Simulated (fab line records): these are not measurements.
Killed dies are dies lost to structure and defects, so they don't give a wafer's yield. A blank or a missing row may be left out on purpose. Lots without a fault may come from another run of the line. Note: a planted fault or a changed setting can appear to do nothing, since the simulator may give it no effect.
Which tool did it? / flow n5Finfet / 27 wafers from 9 lots sampled at 3 of the route's 1938 steps

WHAT THE GAUGES SHOWED, per wafer
N5_BEOL_M5_INSPECT_13: inspects for defects (brightfield).
lot=L545; measured=day 9 14:28; on=defectInspect-01; rawDefectCount=402 427 368
lot=L547; measured=day 10 02:10; on=defectInspect-01; rawDefectCount=504 469 442
lot=L546; measured=day 10 05:31; on=defectInspect-01; rawDefectCount=493 422 426
lot=L550; measured=day 10 13:09; on=defectInspect-02; rawDefectCount=542 475 626
lot=L552; measured=day 11 02:55; on=defectInspect-01; rawDefectCount=532 499 469
lot=L553; measured=day 11 12:55; on=defectInspect-02; rawDefectCount=535 495 544
lot=L557; measured=day 12 10:18; on=defectInspect-01; rawDefectCount=898 845 700
lot=L566; measured=day 14 10:35; on=defectInspect-02; rawDefectCount=197 239 222
lot=L567; measured=day 14 19:16; on=defectInspect-02; rawDefectCount=494 440 330

EACH LOT AND THE TOOL THAT RAN IT (in order: tool; ch and the chambers of the sampled wafers; start)
lot=L545; N5_BEOL_M4_DEP_57=pecvd-03 ch 0,2, day 9 10:21; N5_BEOL_M5_HM_DEP_02=pvdSputter-03, day 9 13:59
lot=L547; N5_BEOL_M4_DEP_57=pecvd-03 ch 0,1, day 9 20:57; N5_BEOL_M5_HM_DEP_02=pvdSputter-03, day 10 01:41
lot=L546; N5_BEOL_M4_DEP_57=pecvd-03 ch 0,1, day 10 02:05; N5_BEOL_M5_HM_DEP_02=pvdSputter-02, day 10 05:02
lot=L550; N5_BEOL_M4_DEP_57=pecvd-02 ch 1,2, day 10 10:20; N5_BEOL_M5_HM_DEP_02=pvdSputter-03, day 10 12:40
lot=L552; N5_BEOL_M4_DEP_57=pecvd-02 ch 0,1,2, day 10 22:20; N5_BEOL_M5_HM_DEP_02=pvdSputter-02, day 11 02:19
lot=L553; N5_BEOL_M4_DEP_57=pecvd-01 ch 1,2, day 11 09:01; N5_BEOL_M5_HM_DEP_02=pvdSputter-02, day 11 12:19
lot=L557; N5_BEOL_M4_DEP_57=pecvd-02 ch 0,1,2, day 12 07:49; N5_BEOL_M5_HM_DEP_02=pvdSputter-02, day 12 09:49
lot=L566; N5_BEOL_M4_DEP_57=pecvd-03 ch 0,1,2, day 14 07:32; N5_BEOL_M5_HM_DEP_02=pvdSputter-03, day 14 10:07
lot=L567; N5_BEOL_M4_DEP_57=pecvd-02 ch 1,2, day 14 15:44; N5_BEOL_M5_HM_DEP_02=pvdSputter-01, day 14 18:41
- N5_BEOL_M4_DEP_57: deposits SiCN from 3MS/NH3, target thk 8 nm, time 14 s.
- N5_BEOL_M5_HM_DEP_02: deposits TiN, target thk 20 nm.

THE ANSWER, worked out from the rows above alone
Rule: the lots themselves supply what counts as usual. The widest of any qualifying gaps counts: lots, ordered by their means at a reading, are off when they make up no more than a third of the lots, leave a main group of 4 or more, and stand apart from it by 3 or more times the standard deviation of that group's means. The tables above print the reading to a certain number of digits; a main group whose means all agree to those digits is not used. A lot without any number at a reading at which 4 lots or more have one is off too. All remaining lots with rows at the step are treated as sound.
Nothing can be told from this: no lot is off at any reading shown.

WHAT WAS PUT IN BY THE SIMULATOR
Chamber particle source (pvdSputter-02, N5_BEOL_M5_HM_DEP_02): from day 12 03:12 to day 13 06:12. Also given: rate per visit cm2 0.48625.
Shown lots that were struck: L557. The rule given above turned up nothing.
